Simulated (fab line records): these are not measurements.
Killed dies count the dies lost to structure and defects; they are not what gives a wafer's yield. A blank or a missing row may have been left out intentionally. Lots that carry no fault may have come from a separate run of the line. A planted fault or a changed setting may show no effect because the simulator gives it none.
Chamber matching -- flow n5 finfet -- N5_ILD0_LINER_00 on ald sin-01 has 4 sister chambers
The step material SiNx, target thk 4 nm, pulse time 1 s, purge time 2 s. 8 wafers are shown with their chamber, then 8 later ones without.

## WAFERS PAIRED WITH THEIR CHAMBERS
wafer,chamber,heater power w (W),precursor pulse height rel
L078.1,1,861,0.983
L080.1,3,993,0.996
L080.4,1,879,1.003
L080.5,0,827,0.999
L083.3,2,819,1.037
L083.5,3,1014,1.004
L083.6,0,807,0.957
L086.2,2,810,0.990

## WAFERS WITH NO CHAMBER GIVEN
wafer,heater power w (W),precursor pulse height rel
L086.3,993,0.982
L086.6,820,0.975
L095.4,818,1.012
L095.5,819,1.007
L095.6,863,1.028
L097.2,852,1.004
L097.3,826,1.009
L097.6,818,0.988

## WHICH CHAMBER EACH WENT THROUGH
wafer,from the rows above,in truth
L086.3,3,3
L086.6,can't be placed: 0 or 2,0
L095.4,can't be placed: 2 or 0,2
L095.5,can't be placed: 2 or 0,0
L095.6,1,1
L097.2,can't be placed: 1 or 0 or 2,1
L097.3,can't be placed: 2 or 0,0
L097.6,can't be placed: 0 or 2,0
2 of 8 placed correctly. Not placeable from these rows: 6 (in 6, the candidates include the true chamber). 0 placed wrongly.
How it was worked out, from the rows above alone: a wafer's distance from a chamber is the root of the sum, over the readings, of the square of ((its reading less the chamber's mean) divided by the reading's scatter). The wafer belongs to the nearest chamber; if the next one is less than 2 further off, it can't be placed. A chamber's mean is the mean of its shown wafers. The scatter: the root of (the sum of the squares of (reading less its chamber's mean) over the shown wafers, divided by (wafers less chambers)).
